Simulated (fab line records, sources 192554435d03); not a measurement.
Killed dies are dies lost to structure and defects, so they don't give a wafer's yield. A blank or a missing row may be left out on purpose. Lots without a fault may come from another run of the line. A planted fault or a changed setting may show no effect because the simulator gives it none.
Problem report in the 8D (eight disciplines) form, filled by code | flow n5_finfet | the parts of the form that need people (team, actions taken, sign-off) are left out

1. THE PROBLEM
run_length_s at N5_BEOL_M5_CVD_47 reads a mean of 357.7 s on 2 wafers of 2 lots; wafers without a fault read 238.6 s with a standard deviation of 0.46. That is +99 or more standard deviations from the usual mean.
The step: deposits Co from CCTBA/H2, target thk 3 nm, time 216 s.
First seen on wafer L231.6, day 9 16:44, on cvd_co-02. The record holds 34 wafers of 12 lots with a number at this step. Rule for "out", or "out of limits": more than 4 standard deviations from the usual mean. The other wafers with a number count as sound.

2. WHAT IT IS AND WHAT IT IS NOT
question                    | is               | is not
which readings at this step | run_length_s     | -
which lots                  | L231, L233       | L225, L227, L228, L240, L242, L243, L245, L246, L247, L248
which wafers of those lots  | L231.6, L233.6   | L231.3, L233.3
read on which tools         | cvd_co-02        | cvd_co-01
when                        | from day 9 16:44 | up to then (10 sound wafers); but 22 sound wafers of L233, L240, L242, L243, L245, L246, L247, L248 came after

3. SUSPECTS, AND WHAT RULES EACH OUT
Counting: a tool at a process step up to the reading stays a suspect if it ran every lot that is out. Sound lots after the first of them don't rule it out here, since some wafers of a struck lot are sound.
- cvd_co-02 at N5_BEOL_M5_CVD_47 (deposits Co from CCTBA/H2, target thk 3 nm, time 216 s): kept. It ran every lot that is out, first L231 (day 9 16:44); its last sound lot up to then is L228 (day 8 23:41). Its own readings are out on those wafers: run_length_s.
- Within cvd_co-02 at N5_BEOL_M5_CVD_47: the wafers that are out ran in chamber 2; their sound lot-mates ran in chambers 0, 1.
Left after counting: cvd_co-02 at N5_BEOL_M5_CVD_47.

4. THE CAUSE (what the simulator had put in)
Process parameter drift: cvd_co-02, from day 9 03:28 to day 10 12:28, at N5_BEOL_M5_CVD_47. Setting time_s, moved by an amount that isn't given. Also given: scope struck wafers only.
Counting left only this tool.

5. THE CHAIN OF EFFECTS, in route order
Each row: a reading whose mean over the struck wafers that have a number lies more than 3 standard deviations from the usual. Only readings for which the record gives a usual standard deviation are gone through. hours: the time from each lot's start at the first step in this table that gives one to its start at this step, as a median over the lots. sigmas: the change in usual standard deviations.
hours | step              | reading      | usual   | on struck wafers | change | sigmas
0     | N5_BEOL_M5_CVD_47 | run_length_s | 238.6 s | 357.7            | +119.1 | +99 or more
The process steps in it:
- N5_BEOL_M5_CVD_47: deposits Co from CCTBA/H2, target thk 3 nm, time 216 s.

6. WHAT WOULD HAVE CAUGHT IT SOONER
In this record the first reading out of limits was taken at day 9 16:44, 13 hours after the fault began at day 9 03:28.
